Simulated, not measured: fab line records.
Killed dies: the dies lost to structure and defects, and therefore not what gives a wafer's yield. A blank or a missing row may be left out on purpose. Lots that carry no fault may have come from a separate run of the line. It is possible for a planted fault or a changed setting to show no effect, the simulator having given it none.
Which tool was responsible? :: flow nand harc :: 13 lots, 38 wafers sampled, at 6 steps of a route of 1302

## WHAT EACH GAUGE READ, for each wafer
NHARC_A_CHANNEL_FILL_D1_THK_MEAS_06: measures by ellipsometry. Usual: thk nm at 5.1 nm, with a standard deviation of 1.
lot: L121
measured: day 10 17:41
on: film metro-02
thk nm (nm): 5.8 5.3 6.8
flag: 

lot: L120
measured: day 10 17:42
on: film metro-01
thk nm (nm): 3.5 4.4 5.3
flag: 

lot: L123
measured: day 11 17:27
on: film metro-02
thk nm (nm): 3.7 6.9
flag: 

lot: L127
measured: day 12 23:57
on: film metro-01
thk nm (nm): 5.4 5.6 3.8
flag: 

lot: L132
measured: day 15 15:59
on: film metro-02
thk nm (nm): 3.7 4.6 4.6
flag: 

lot: L134
measured: day 16 07:16
on: film metro-02
thk nm (nm): 4.1 5.2 5.5
flag: 

lot: L135
measured: day 16 10:53
on: film metro-01
thk nm (nm): 6.3 5.3 4.3
flag: 

lot: L136
measured: day 16 23:58
on: film metro-01
thk nm (nm): 4.7 4.3 5.1
flag: 

lot: L137
measured: day 17 13:07
on: film metro-02
thk nm (nm): 5.7 4.3 3.9
flag: 

lot: L139
measured: day 17 23:27
on: film metro-01
thk nm (nm): 5.4 4.9 4.2
flag: 

lot: L140
measured: day 18 16:40
on: film metro-01
thk nm (nm): 6.3 5.1 5.8
flag: 

lot: L141
measured: day 19 05:17
on: film metro-02
thk nm (nm): 5.0 4.8 3.2
flag: 

lot: L142
measured: day 19 09:38
on: film metro-01
thk nm (nm): 6.0 5.7 3.2
flag: 

NHARC_A_ONON_D2_THK_MEAS_05: measures by ellipsometry. Usual: thk nm at 999 nm, with a standard deviation of 11.
lot: L121
measured: day 12 16:34
on: film metro-01
thk nm (nm): 1014 1016 1015
flag: 

lot: L120
measured: day 12 16:55
on: film metro-01
thk nm (nm): 986 984 984
flag: 

lot: L123
measured: day 13 15:39
on: film metro-01
thk nm (nm): 1743 997
flag: OFF

lot: L127
measured: day 14 21:12
on: film metro-02
thk nm (nm): 1010 1758 1011
flag: OFF

lot: L132
measured: day 17 18:59
on: film metro-01
thk nm (nm): 1015 1014 1017
flag: 

lot: L134
measured: day 18 09:22
on: film metro-01
thk nm (nm): 1005 1002 1004
flag: 

lot: L135
measured: day 18 09:12
on: film metro-01
thk nm (nm): 991 992 991
flag: 

lot: L136
measured: day 19 01:34
on: film metro-01
thk nm (nm): 986 985 982
flag: 

lot: L137
measured: day 19 13:55
on: film metro-02
thk nm (nm): 992 992 993
flag: 

lot: L139
measured: day 20 04:28
on: film metro-02
thk nm (nm): 994 994 994
flag: 

lot: L140
measured: day 20 15:08
on: film metro-02
thk nm (nm): 1004 1002 1003
flag: 

lot: L141
measured: day 21 09:33
on: film metro-02
thk nm (nm): 994 995 995
flag: 

lot: L142
measured: day 21 16:20
on: film metro-02
thk nm (nm): 996 996 996
flag: 

NHARC_END_SORT_01. Usual: killed at array 55, standard deviation 20; killed at other 0.7, standard deviation 0.96; killed at periphery 4.1, standard deviation 2.4; killed dies 60, standard deviation 20; killed open 3.3, standard deviation 1.9; killed short 2.8, standard deviation 1.6.
lot: L123
measured: day 25 09:56
on: prober-01
killed at array: 676 39
killed at other: 0 2
killed at periphery: 1 5
killed dies: 677 46
killed open: 1 5
killed short: 3 2
flag: OFF

lot: L127
measured: day 26 21:12
on: prober-02
killed at array: 66 673 52
killed at other: 2 0 0
killed at periphery: 5 4 3
killed dies: 73 677 55
killed open: 4 5 2
killed short: 4 1 3
flag: OFF

lot: L135
measured: day 30 00:08
on: prober-02
killed at array: 40 52 43
killed at other: 0 1 0
killed at periphery: 4 6 4
killed dies: 44 59 47
killed open: 4 4 7
killed short: 2 5 2
flag: 

lot: L137
measured: day 31 21:07
on: prober-01
killed at array: 64 64 87
killed at other: 0 0 0
killed at periphery: 7 2 8
killed dies: 71 66 95
killed open: 2 3 7
killed short: 2 0 6
flag: 

## EACH LOT AND THE TOOL THAT RAN IT (in order: tool; ch and the chambers of the sampled wafers; start)
lot: L121
NHARC_A_DECK1_JOINT_ETCHBACK_07: rie si-05 ch 1,2,3, day 11 05:32
NHARC_A_ONON_D2_DEP_03: pecvd onon-04 ch 0, day 12 16:06
NHARC_A_ONON_D2_DEP_33: pecvd-03 ch 0,1,2, day 13 04:34

lot: L120
NHARC_A_DECK1_JOINT_ETCHBACK_07: rie si-02 ch 1,2, day 11 05:33
NHARC_A_ONON_D2_DEP_03: pecvd onon-04 ch 0, day 12 16:24
NHARC_A_ONON_D2_DEP_33: pecvd-02 ch 0,1, day 13 04:37

lot: L123
NHARC_A_DECK1_JOINT_ETCHBACK_07: rie si-02 ch 2,3, day 12 05:22
NHARC_A_ONON_D2_DEP_03: pecvd onon-04 ch 0, day 13 15:19
NHARC_A_ONON_D2_DEP_33: pecvd-04 ch 0,1, day 14 04:06

lot: L127
NHARC_A_DECK1_JOINT_ETCHBACK_07: rie si-04 ch 1,3, day 13 11:58
NHARC_A_ONON_D2_DEP_03: pecvd onon-04 ch 0, day 14 20:41
NHARC_A_ONON_D2_DEP_33: pecvd-04 ch 0,1,2, day 15 09:43

lot: L132
NHARC_A_DECK1_JOINT_ETCHBACK_07: rie si-02 ch 2,3, day 16 03:45
NHARC_A_ONON_D2_DEP_03: pecvd onon-01 ch 0, day 17 18:32
NHARC_A_ONON_D2_DEP_33: pecvd-04 ch 0,1,2, day 18 06:45

lot: L134
NHARC_A_DECK1_JOINT_ETCHBACK_07: rie si-02 ch 0,2,3, day 16 19:11
NHARC_A_ONON_D2_DEP_03: pecvd onon-04 ch 0, day 18 09:02
NHARC_A_ONON_D2_DEP_33: pecvd-04 ch 0,1,2, day 18 21:07

lot: L135
NHARC_A_DECK1_JOINT_ETCHBACK_07: rie si-05 ch 0,1,2, day 16 22:47
NHARC_A_ONON_D2_DEP_03: pecvd onon-01 ch 0, day 18 08:41
NHARC_A_ONON_D2_DEP_33: pecvd-02 ch 0,1, day 18 20:59

lot: L136
NHARC_A_DECK1_JOINT_ETCHBACK_07: rie si-02 ch 1,3, day 17 11:53
NHARC_A_ONON_D2_DEP_03: pecvd onon-01 ch 0, day 19 01:07
NHARC_A_ONON_D2_DEP_33: pecvd-04 ch 0,1,2, day 19 13:04

lot: L137
NHARC_A_DECK1_JOINT_ETCHBACK_07: rie si-02 ch 0,2,3, day 18 01:07
NHARC_A_ONON_D2_DEP_03: pecvd onon-01 ch 0, day 19 13:27
NHARC_A_ONON_D2_DEP_33: pecvd-03 ch 0,1,2, day 20 01:17

lot: L139
NHARC_A_DECK1_JOINT_ETCHBACK_07: rie si-04 ch 0,2,3, day 18 11:29
NHARC_A_ONON_D2_DEP_03: pecvd onon-04 ch 0, day 20 04:01
NHARC_A_ONON_D2_DEP_33: pecvd-02 ch 0,2, day 20 17:31

lot: L140
NHARC_A_DECK1_JOINT_ETCHBACK_07: rie si-04 ch 0,1,2, day 19 04:25
NHARC_A_ONON_D2_DEP_03: pecvd onon-01 ch 0, day 20 14:38
NHARC_A_ONON_D2_DEP_33: pecvd-03 ch 0,1, day 21 03:15

lot: L141
NHARC_A_DECK1_JOINT_ETCHBACK_07: rie si-04 ch 1,2,3, day 19 17:09
NHARC_A_ONON_D2_DEP_03: pecvd onon-01 ch 0, day 21 09:02
NHARC_A_ONON_D2_DEP_33: pecvd-03 ch 0,2, day 21 21:08

lot: L142
NHARC_A_DECK1_JOINT_ETCHBACK_07: rie si-04 ch 0,1,2, day 19 21:35
NHARC_A_ONON_D2_DEP_03: pecvd onon-02 ch 0, day 21 15:50
NHARC_A_ONON_D2_DEP_33: pecvd-02 ch 0,1,2, day 22 03:46
- NHARC_A_DECK1_JOINT_ETCHBACK_07: etches the open film in HBr, target depth 105 nm, time 26.9 s.
- NHARC_A_ONON_D2_DEP_03: target thk 1000 nm.
- NHARC_A_ONON_D2_DEP_33: deposits SiO2, target thk 200 nm.

## WHAT THE TOOLS THEMSELVES READ (means of the sampled wafers that have a number; where no wafer has one, the mark that the record gives instead)
NHARC_A_DECK1_JOINT_ETCHBACK_07. Usual: drypump motor current A 5.8 A, standard deviation 0.44; hbr flow sccm 150.0 sccm, standard deviation 0.49; oes product au 0.999 a.u., standard deviation 0.0098; throttle valve pct 23.267 %, standard deviation 0.0096.
lot: L121
tool: rie si-05
drypump motor current A (A): 5.8
hbr flow sccm (sccm): 149.8
oes product au (a.u.): 0.995
throttle valve pct (%): 23.265
flag: 

lot: L120
tool: rie si-02
drypump motor current A (A): 5.4
hbr flow sccm (sccm): 149.8
oes product au (a.u.): 0.990
throttle valve pct (%): 23.265
flag: 

lot: L123
tool: rie si-02
drypump motor current A (A): 5.2
hbr flow sccm (sccm): 149.3
oes product au (a.u.): 1.003
throttle valve pct (%): 23.263
flag: 

lot: L127
tool: rie si-04
drypump motor current A (A): 5.8
hbr flow sccm (sccm): 150.1
oes product au (a.u.): 1.007
throttle valve pct (%): 23.275
flag: 

lot: L132
tool: rie si-02
drypump motor current A (A): 5.2
hbr flow sccm (sccm): 149.4
oes product au (a.u.): 0.996
throttle valve pct (%): 23.267
flag: 

lot: L134
tool: rie si-02
drypump motor current A (A): 5.4
hbr flow sccm (sccm): 149.8
oes product au (a.u.): 0.992
throttle valve pct (%): 23.268
flag: 

lot: L135
tool: rie si-05
drypump motor current A (A): 6.0
hbr flow sccm (sccm): 150.1
oes product au (a.u.): 0.999
throttle valve pct (%): 23.274
flag: 

lot: L136
tool: rie si-02
drypump motor current A (A): 5.6
hbr flow sccm (sccm): 150.0
oes product au (a.u.): 0.997
throttle valve pct (%): 23.264
flag: 

lot: L137
tool: rie si-02
drypump motor current A (A): 5.4
hbr flow sccm (sccm): 150.2
oes product au (a.u.): 0.990
throttle valve pct (%): 23.265
flag: 

lot: L139
tool: rie si-04
drypump motor current A (A): 6.1
hbr flow sccm (sccm): 149.9
oes product au (a.u.): 0.993
throttle valve pct (%): 23.261
flag: 

lot: L140
tool: rie si-04
drypump motor current A (A): 6.2
hbr flow sccm (sccm): 150.5
oes product au (a.u.): 1.003
throttle valve pct (%): 23.268
flag: 

lot: L141
tool: rie si-04
drypump motor current A (A): 5.9
hbr flow sccm (sccm): 150.2
oes product au (a.u.): 1.003
throttle valve pct (%): 23.265
flag: 

lot: L142
tool: rie si-04
drypump motor current A (A): 6.2
hbr flow sccm (sccm): 150.3
oes product au (a.u.): 1.001
throttle valve pct (%): 23.267
flag: 

NHARC_A_ONON_D2_DEP_33. Usual: heater power w 538 W, standard deviation 94; throttle valve pct 15.7 %, standard deviation 0.5.
lot: L121
tool: pecvd-03
heater power w (W): 583
throttle valve pct (%): 15.6
flag: 

lot: L120
tool: pecvd-02
heater power w (W): 548
throttle valve pct (%): 15.8
flag: 

lot: L123
tool: pecvd-04
heater power w (W): 592
throttle valve pct (%): 15.4
flag: 

lot: L127
tool: pecvd-04
heater power w (W): 551
throttle valve pct (%): 15.8
flag: 

lot: L132
tool: pecvd-04
heater power w (W): 571
throttle valve pct (%): 16.0
flag: 

lot: L134
tool: pecvd-04
heater power w (W): 549
throttle valve pct (%): 16.1
flag: 

lot: L135
tool: pecvd-02
heater power w (W): 507
throttle valve pct (%): 15.3
flag: 

lot: L136
tool: pecvd-04
heater power w (W): 527
throttle valve pct (%): 15.8
flag: 

lot: L137
tool: pecvd-03
heater power w (W): 568
throttle valve pct (%): 15.4
flag: 

lot: L139
tool: pecvd-02
heater power w (W): 431
throttle valve pct (%): 15.7
flag: 

lot: L140
tool: pecvd-03
heater power w (W): 579
throttle valve pct (%): 15.7
flag: 

lot: L141
tool: pecvd-03
heater power w (W): 580
throttle valve pct (%): 15.9
flag: 

lot: L142
tool: pecvd-02
heater power w (W): 481
throttle valve pct (%): 15.7
flag: 

## THE ANSWER, worked out from the rows above alone
Rule: a lot counts as off when the mean over its wafers that have a number is more than 3 standard deviations away from the usual mean. Also off: a lot with no number at a reading for which 4 or more lots have one. All remaining lots with rows at the step are treated as sound. After the gauges, taken in route order, come the tools' own readings; for these a lot's mean is taken, as printed above. At the first step where some lot is off, the reading lying furthest off is the one used; lots without a number count as furthest.
Off, at NHARC_A_ONON_D2_THK_MEAS_05 on thk nm: L123, L127.
If a tool, at a process step before that reading, ran all the lots that are off and no sound lot after the first of them, it fits. The gauges at NHARC_A_ONON_D2_THK_MEAS_05 aren't tried: what is off there is off at NHARC_END_SORT_01 too, on other tools, and a gauge's error can't cause that. No candidate that was tried fits.

## WHAT HAD BEEN PUT IN BY THE SIMULATOR
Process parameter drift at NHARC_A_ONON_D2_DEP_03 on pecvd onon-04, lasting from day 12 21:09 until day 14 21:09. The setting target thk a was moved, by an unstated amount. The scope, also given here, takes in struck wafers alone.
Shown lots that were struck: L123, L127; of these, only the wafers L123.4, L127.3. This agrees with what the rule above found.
